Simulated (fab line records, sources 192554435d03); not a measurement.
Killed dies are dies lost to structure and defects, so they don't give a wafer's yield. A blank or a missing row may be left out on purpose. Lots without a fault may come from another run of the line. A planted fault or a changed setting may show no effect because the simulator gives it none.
Which tool did it? | flow n5_finfet | 10 lots, 30 wafers sampled, at 2 steps of a route of 1938

WHAT THE GAUGES READ, wafer by wafer
N5_PMOS_HMC_CHANNEL_EPI_THK_MEAS_22.
lot  | measured    | on            | HMC_CMP_THK (nm)
L664 | day 1 20:24 | film_metro-01 | 55.2 54.3 53.8
L668 | day 2 19:35 | film_metro-02 | 52.1 54.4 51.8
L670 | day 3 08:02 | film_metro-01 | 55.1 54.5 55.2
L671 | day 3 14:16 | film_metro-01 | 54.7 54.7 55.6
L676 | day 4 20:21 | film_metro-01 | 55.6 52.9 55.1
L679 | day 5 13:40 | film_metro-02 | 55.1 54.4 54.5
L681 | day 6 01:56 | film_metro-01 | 0.1 0.1 0.0
L682 | day 6 07:44 | film_metro-01 | 0.2 0.2 0.2
L683 | day 6 14:17 | film_metro-01 | 55.2 54.0 52.5
L687 | day 7 14:29 | film_metro-02 | 56.0 55.3 55.5

WHICH TOOL RAN EACH LOT (tool, then ch and the chambers of the sampled wafers, then the start)
lot  | N5_PMOS_HMC_CHANNEL_EPI_FIN_RECESS_16
L664 | rie_si-02 ch 0,1,3, day 1 18:12
L668 | rie_si-06 ch 0,2, day 2 17:44
L670 | rie_si-06 ch 0,1, day 3 06:14
L671 | rie_si-02 ch 0,1,3, day 3 12:28
L676 | rie_si-06 ch 0,1,2, day 4 18:09
L679 | rie_si-06 ch 0,1,3, day 5 11:52
L681 | rie_si-02 ch 0,1, day 5 23:36
L682 | rie_si-03 ch 1,2, day 6 05:56
L683 | rie_si-06 ch 1,2,3, day 6 12:28
L687 | rie_si-03 ch 0,1, day 7 12:41
- N5_PMOS_HMC_CHANNEL_EPI_FIN_RECESS_16: chemistry HBr/Cl2, target Si, target depth 54 nm, time 18 s.

THE ANSWER, worked out from the rows above alone
Rule: what is usual is taken from the lots themselves. Put in order of their means at a reading, lots are off if they are a third of the lots or fewer, leave a main group of 4 or more, and stand apart from it by a gap of 3 or more times the standard deviation of the main group's means; of several such gaps the widest counts. A main group whose means are all the same, to the digits that the tables above print for the reading, isn't used. A lot without any number at a reading at which 4 lots or more have one is off too. The other lots that the step has rows for count as sound.
Off: L681, L682, at N5_PMOS_HMC_CHANNEL_EPI_THK_MEAS_22 (HMC_CMP_THK). The main group: mean 54.5 nm, standard deviation 0.79.
A tool fits if, at a process step before that reading, it ran every lot that is off, and no sound lot after the first of them. The gauges at N5_PMOS_HMC_CHANNEL_EPI_THK_MEAS_22 are tried like those tools. None of those tried fits.

WHAT THE SIMULATOR HAD PUT IN
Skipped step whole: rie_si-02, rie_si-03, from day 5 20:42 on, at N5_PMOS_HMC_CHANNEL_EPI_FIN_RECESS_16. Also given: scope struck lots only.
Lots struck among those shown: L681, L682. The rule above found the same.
